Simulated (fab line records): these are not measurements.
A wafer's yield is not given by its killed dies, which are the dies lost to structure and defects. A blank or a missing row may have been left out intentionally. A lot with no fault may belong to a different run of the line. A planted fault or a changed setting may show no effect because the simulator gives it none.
Chamber matching	flow n5 finfet	rie diel-01 running N5_BEOL_M11_ETCH_66: 4 sister chambers
The step etches SOC in N2/H2, target depth 120 nm, overetch 24 nm, time 180 s. 14 wafers are shown with their chamber, then 7 later ones without.

== WAFERS, EACH WITH ITS CHAMBER ==
wafer	chamber	showerhead plenum p Torr (Torr)	throttle valve pct (%)	oes product au (a.u.)
L710.2	0	2.68	17.83	0.67
L710.3	2	2.46	17.47	0.65
L710.4	3	2.58	17.66	0.70
L711.1	0	2.68	17.84	0.66
L711.4	3	2.58	17.68	0.70
L711.5	0	2.68	17.82	0.66
L715.1	0	2.68	17.83	0.66
L715.4	3	2.58	17.67	0.69
L715.6	0	2.68	17.83	0.66
L714.1	2	2.46	17.46	0.65
L714.4	3	2.58	17.65	0.69
L714.5	3	2.58	17.67	0.69
L718.1	2	2.45	17.48	0.64
L718.4	1	2.54	17.80	0.62

SIGNATURES (means of the wafers above)
reading	chamber 0	chamber 1	chamber 2	chamber 3	scatter within a chamber
showerhead plenum p Torr	2.6800	2.5400	2.4567	2.5800	0.00258
throttle valve pct	17.8300	17.8000	17.4700	17.6660	0.00959
oes product au	0.6620	0.6200	0.6467	0.6940	0.00516
Rule: for each reading, subtract the chamber's mean from the wafer's reading, divide by that reading's scatter and square the result; add these up over the readings and take the root, which gives the wafer's distance from the chamber. If the next closest chamber is less than 2 further off than the closest, the wafer can't be placed; otherwise it belongs to the closest. The scatter is the square root of a quotient: the sum, over the shown wafers, of each reading's squared deviation from its chamber's mean, divided by wafers minus chambers.

== WAFERS WHOSE CHAMBER IS MISSING ==
wafer	showerhead plenum p Torr (Torr)	throttle valve pct (%)	oes product au (a.u.)
L718.6	2.57	17.68	0.68
L717.3	2.67	17.84	0.65
L717.5	2.67	17.85	0.66
L717.6	2.57	17.68	0.68
L729.1	2.57	17.71	0.66
L729.5	2.53	17.85	0.59
L729.6	2.67	17.87	0.65

== CHAMBER TAKEN BY EACH ==
wafer	from the rows above	in truth
L718.6	3	3
L717.3	0	0
L717.5	0	0
L717.6	3	3
L729.1	3	3
L729.5	1	1
L729.6	0	0
Correct placement for 7 of the 7. Not placeable from these rows: 0. Wrongly placed: 0.
